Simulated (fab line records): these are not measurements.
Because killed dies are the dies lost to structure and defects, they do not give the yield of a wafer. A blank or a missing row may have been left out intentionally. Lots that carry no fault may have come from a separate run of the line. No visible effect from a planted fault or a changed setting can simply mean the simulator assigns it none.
Chamber matching || flow n5-finfet || N5_BEOL_M7_STRIP_19 on rie-diel-03: 4 sister chambers
The step strips in O2. 4 wafers are shown with their chamber, then 10 later ones without.

WAFERS, EACH WITH ITS CHAMBER
{"wafer": "L078.2", "chamber": 1, "showerhead-plenum-p-Torr (Torr)": 2.00}
{"wafer": "L087.6", "chamber": 0, "showerhead-plenum-p-Torr (Torr)": 2.08}
{"wafer": "L089.2", "chamber": 2, "showerhead-plenum-p-Torr (Torr)": 2.11}
{"wafer": "L089.4", "chamber": 3, "showerhead-plenum-p-Torr (Torr)": 2.22}

WAFERS MISSING THEIR CHAMBER
{"wafer": "L089.6", "showerhead-plenum-p-Torr (Torr)": 1.99}
{"wafer": "L094.1", "showerhead-plenum-p-Torr (Torr)": 1.99}
{"wafer": "L094.3", "showerhead-plenum-p-Torr (Torr)": 2.08}
{"wafer": "L094.6", "showerhead-plenum-p-Torr (Torr)": 2.21}
{"wafer": "L096.1", "showerhead-plenum-p-Torr (Torr)": 1.98}
{"wafer": "L096.4", "showerhead-plenum-p-Torr (Torr)": 2.08}
{"wafer": "L096.5", "showerhead-plenum-p-Torr (Torr)": 2.21}
{"wafer": "L097.1", "showerhead-plenum-p-Torr (Torr)": 2.21}
{"wafer": "L097.4", "showerhead-plenum-p-Torr (Torr)": 1.99}
{"wafer": "L097.6", "showerhead-plenum-p-Torr (Torr)": 1.99}

EACH ONE'S CHAMBER
{"wafer": "L089.6", "from the rows above": 1, "in truth": 1}
{"wafer": "L094.1", "from the rows above": 1, "in truth": 1}
{"wafer": "L094.3", "from the rows above": 0, "in truth": 0}
{"wafer": "L094.6", "from the rows above": 3, "in truth": 3}
{"wafer": "L096.1", "from the rows above": 1, "in truth": 1}
{"wafer": "L096.4", "from the rows above": 0, "in truth": 0}
{"wafer": "L096.5", "from the rows above": 3, "in truth": 3}
{"wafer": "L097.1", "from the rows above": 3, "in truth": 3}
{"wafer": "L097.4", "from the rows above": 1, "in truth": 1}
{"wafer": "L097.6", "from the rows above": 1, "in truth": 1}
Correctly placed: 10 of 10. Number that these rows cannot place: 0. 0 placed wrongly.
How it was worked out, from the rows above alone: a wafer's distance from a chamber is the root of the sum, over the readings, of the square of ((its reading less the chamber's mean) divided by the reading's scatter). The wafer belongs to the nearest chamber; if the next one is less than 2 further off, it can't be placed. A chamber's mean is the mean of its shown wafers. The scatter: with one shown wafer a chamber, the root of the mean of the squares of how far each hidden wafer lies from its nearest shown one.
